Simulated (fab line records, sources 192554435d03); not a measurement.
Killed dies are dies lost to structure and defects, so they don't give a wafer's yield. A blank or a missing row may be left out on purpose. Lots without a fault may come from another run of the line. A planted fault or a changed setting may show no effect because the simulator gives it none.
A struck lot beside a sound one | flow n5_finfet | 40 steps out of a route of 1938
Sound: wafers L598.2, L598.4, L598.5. Struck: wafers L599.4, L599.5, L599.6. The cause comes at the end.
At each step with rows: each side's tool, then ch and its chambers, then its first start. Under that, the readings that differ: sound wafers | struck wafers | difference of the means | sigmas: that difference in standard deviations of wafers without a fault.
alike: readings whose means differ by less than 2 such deviations, and words and numbers that are the same on both sides. not compared: withheld readings, readings that some wafer has no value for, bounds like >300 that may hide the same value, and numbers for which the record gives no deviation and whose values overlap.
The two part at a step that has a row with sigmas, a row that says differs or no value, or rows on one side only. Numbers that don't overlap but have no deviation are shown without sigmas and don't part them. A reading that every wafer of one side lacks parts them only if that side has two wafers or more.

first, 11 steps without rows for these wafers: N5_ZERO_LAYER_COAT_05 (resist thk 1000 nm); N5_ZERO_LAYER_EBR_07; N5_ZERO_LAYER_SOFTBAKE_06 (time 90 s); N5_ZERO_LAYER_EXPOSE_08 (exposes mask ZERO, defocus 0 nm, target cd 2000 nm); N5_ZERO_LAYER_PEB_09; N5_ZERO_LAYER_DEVELOP_10 (develop time 60 s); N5_ZERO_LAYER_HARDBAKE_23 (time 120 s); N5_ZERO_LAYER_DESCUM_16 (chemistry O2, time 7.9 s); N5_ZERO_LAYER_ETCH_17 (etches SiO2 in CF4, target depth 12 nm, time 13.3 s); N5_ZERO_LAYER_ETCH_18 (etches Si in HBr/Cl2, target depth 120 nm, time 40 s); N5_ZERO_LAYER_STRIP_24 (strips in O2).
N5_ZERO_LAYER_STRIP_19: strips in SPM, time 900 s.
  sound on wet_bench-02 ch 0,2,3, day 4 00:59; struck on wet_bench-02 ch 2,4,6, day 4 07:01
N5_ZERO_LAYER_INSPECT_20: inspects for defects (darkfield).
  sound on defect_inspect-01, day 4 01:15; struck on defect_inspect-01, day 4 07:17
  reading          | sound    | struck      | difference | sigmas
  raw_defect_count | 28 48 37 | 989 909 996 | +927       | +62
then, 8 steps without rows for these wafers: N5_WELL_APT_HMDS_01 (time 60 s); N5_WELL_APT_COAT_02 (resist thk 950 nm); N5_WELL_APT_EBR_04; N5_WELL_APT_SOFTBAKE_03 (time 60 s); N5_WELL_APT_EXPOSE_05 (exposes mask NWELL, defocus 0 nm, target cd 200 nm); N5_WELL_APT_PEB_06 (peb time 90 s); N5_WELL_APT_DEVELOP_07 (develop time 45 s); N5_WELL_APT_HARDBAKE_12 (time 120 s).
N5_WELL_APT_INSPECT_10: inspects for defects (macro).
  sound on defect_inspect-01, day 4 01:40; struck on defect_inspect-01, day 4 07:40
  reading          | sound | struck         | difference | sigmas
  raw_defect_count | 4 2 1 | >300 >300 >300 | differs    |
then, 12 steps without rows for these wafers: N5_WELL_APT_DESCUM_13 (chemistry O2, time 7.9 s); N5_WELL_APT_IMPLANT_14; N5_WELL_APT_IMPLANT_15; N5_WELL_APT_STRIP_16 (strips in SPM, time 900 s); N5_WELL_APT_HMDS_18 (time 60 s); N5_WELL_APT_COAT_19 (resist thk 950 nm); N5_WELL_APT_EBR_21; N5_WELL_APT_SOFTBAKE_20 (time 60 s); N5_WELL_APT_EXPOSE_22 (exposes mask PWELL, defocus 0 nm, target cd 200 nm); N5_WELL_APT_PEB_23 (peb time 90 s); N5_WELL_APT_DEVELOP_24 (develop time 45 s); N5_WELL_APT_HARDBAKE_29 (time 120 s).
N5_WELL_APT_INSPECT_27: inspects for defects (macro).
  sound on defect_inspect-01, day 4 02:48; struck on defect_inspect-02, day 4 08:47
  reading          | sound | struck         | difference | sigmas
  raw_defect_count | 3 2 2 | >300 >300 >300 | differs    |
then, 2 steps without rows for these wafers: N5_WELL_APT_DESCUM_30 (chemistry O2, time 7.9 s); N5_WELL_APT_IMPLANT_31.
N5_WELL_APT_INSPECT_38: inspects for defects (darkfield).
  sound on defect_inspect-02, day 4 04:40; struck on defect_inspect-01, day 4 10:51
  reading          | sound   | struck      | difference | sigmas
  raw_defect_count | 9 19 10 | 965 903 959 | +930       | +99 or more
-- the record jumps here: 6 days lie between the struck wafers' starts before and after (it left off in module WELL_APT and takes up again in module BEOL_M4, whose first step shown is number 1111 of the route) --
N5_BEOL_M4_RC_MEAS_101:
  sound on prober-02 ch 0, day 10 21:56; struck on prober-02 ch 0, day 10 16:26
  reading        | sound             | struck            | difference | sigmas
  IOFF_P (nA/um) | 0.218 0.217 0.210 | 0.288 0.275 0.271 | +0.063     | +2
  ION_P (uA/um)  | 462 458 462       | 475 478 476       | +16        | +3
  VT_P (mV)      | -249 -250 -252    | -242 -246 -242    | +7         | +2
  alike: DIBL_N, DIBL_P, IOFF_N, ION_N, SS_N, SS_P, VT_N
-- the record jumps here: 4 days lie between the struck wafers' starts before and after (it left off in module BEOL_M4 and takes up again in module PASSIVATION, whose first step shown is number 1936 of the route) --
N5_PASSIVATION_PROBE_49:
  sound on prober-02, day 15 07:04; struck on prober-02, day 14 23:13
  reading                  | sound | struck         | difference | sigmas
  defect_limited_yield (%) | 90.6  | 80.5 80.6 82.5 | -9.4       | -6
  killed_at_front_end      | 41    | 175 176 143    | +124       | +10
  killed_dies              | 111   | 230 229 206    | +111       | +6
  killed_on_rim            | 11    | 13 26 36       | +14        | +4
  sort_bin_5_function (%)  | 5.7   | 11.9 11.7 10.8 | +5.8       | +6
  sort_n_pass              | 1069  | 950 951 974    | -111       | -6
  sort_yield_pct (%)       | 90.6  | 80.5 80.6 82.5 | -9.4       | -6
  alike: killed_at_M0_to_M3, killed_at_M4_up, killed_at_contacts, killed_at_other, killed_open, killed_short, sort_bin_6_memory

WHERE THEY PART
First at N5_ZERO_LAYER_INSPECT_20; last, within this record, at N5_PASSIVATION_PROBE_49.

WHY: what the simulator had put in
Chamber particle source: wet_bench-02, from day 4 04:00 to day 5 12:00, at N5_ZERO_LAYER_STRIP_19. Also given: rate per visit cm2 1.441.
